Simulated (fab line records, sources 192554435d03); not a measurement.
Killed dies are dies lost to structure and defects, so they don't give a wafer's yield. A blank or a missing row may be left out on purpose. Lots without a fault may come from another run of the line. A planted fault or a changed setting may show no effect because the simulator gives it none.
One fault seen from 2 desks | flow n5_finfet | each desk has only its own numbers; what lay behind them comes last

THE TOOL OWNER'S DESK: wet_bench-05
The tool's own readings at N5_HKMG_FIN_WET_ETCH_18 (etches TiN in SC1, time 55 s, target depth 5.2 nm, rinse time 30 s): means of the sampled wafers that have a number, for each lot that ran on this tool. A lot is out of limits, marked OUT, if its mean lies more than 4 standard deviations from the usual mean; the brackets give that distance.
Columns: A = diw_flow_mL_min at N5_HKMG_FIN_WET_ETCH_18, usual 1071
lot  | first seen here | A
L697 | day 5 11:23     | 1072
L698 | day 5 18:14     | 1071
L699 | day 5 20:52     | 1073
This desk's finding: nothing out of limits on any of the 3 lots.

THE METROLOGY DESK
What the gauges read, lot by lot, whatever tool the lot ran on: means of the sampled wafers that have a number. A lot is out of limits, marked OUT, if its mean lies more than 4 standard deviations from the usual mean; the brackets give that distance. Of its 15 readings 7 are shown: the one that was out of limits first, and those that lie furthest out on some lot.
Columns: A = IOFF_N_85C at N5_BEOL_M4_RC_MEAS_101, usual 3.0 nA/um; B = IOFF_N_LIN at N5_BEOL_M4_RC_MEAS_101, usual 0.071 nA/um; C = IOFF_N_LONG at N5_BEOL_M4_RC_MEAS_101, usual 5.56e-05 nA/um; D = ION_N at N5_BEOL_M4_RC_MEAS_101, usual 673 uA/um; E = VT_N at N5_BEOL_M4_RC_MEAS_101, usual 250.5 mV; F = VT_N_LONG at N5_BEOL_M4_RC_MEAS_101, usual 275.0 mV; G = VT_N_LVT at N5_BEOL_M4_RC_MEAS_101, usual 98.7 mV
lot  | first seen here | A   | B     | C                   | D              | E                | F                | G
L697 | day 9 13:03     | 2.7 | 0.065 | 5.58e-05            | 667            | 251.0            | 274.4            | 101.1
L698 | day 9 21:11     | 2.0 | 0.045 | 4.61e-05 (-4.5) OUT | 629 (-5.1) OUT | 269.7 (+7.4) OUT | 290.5 (+7.4) OUT | 115.7 (+5.9) OUT
L699 | day 9 23:41     | 2.0 | 0.047 | 4.46e-05 (-5.2) OUT | 630 (-5.0) OUT | 266.8 (+6.3) OUT | 291.1 (+7.7) OUT | 116.4 (+6.1) OUT
L715 | day 14 08:14    | 2.9 | 0.070 | 5.41e-05            | 668            | 251.0            | 275.1            | 100.6
This desk's finding: out of limits on L698, L699; first on L698, day 9 21:11 (IOFF_N_LONG at N5_BEOL_M4_RC_MEAS_101). In limits: L697, L715.

PUT TOGETHER
The metrology desk could have raised an alarm at day 9 21:11, on L698, L699.
The tool owner's desk saw nothing out of limits.
The tool owner's desk has L698, L699 on record, within its limits.
Of the lots named, all ran N5_HKMG_FIN_WET_ETCH_18 on wet_bench-05.

WHAT THE SIMULATOR HAD PUT IN
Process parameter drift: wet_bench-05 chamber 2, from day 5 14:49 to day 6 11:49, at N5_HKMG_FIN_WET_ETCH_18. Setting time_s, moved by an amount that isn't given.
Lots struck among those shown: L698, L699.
Hours from the fault's start to each desk's first reading out of limits: the metrology desk, 102.
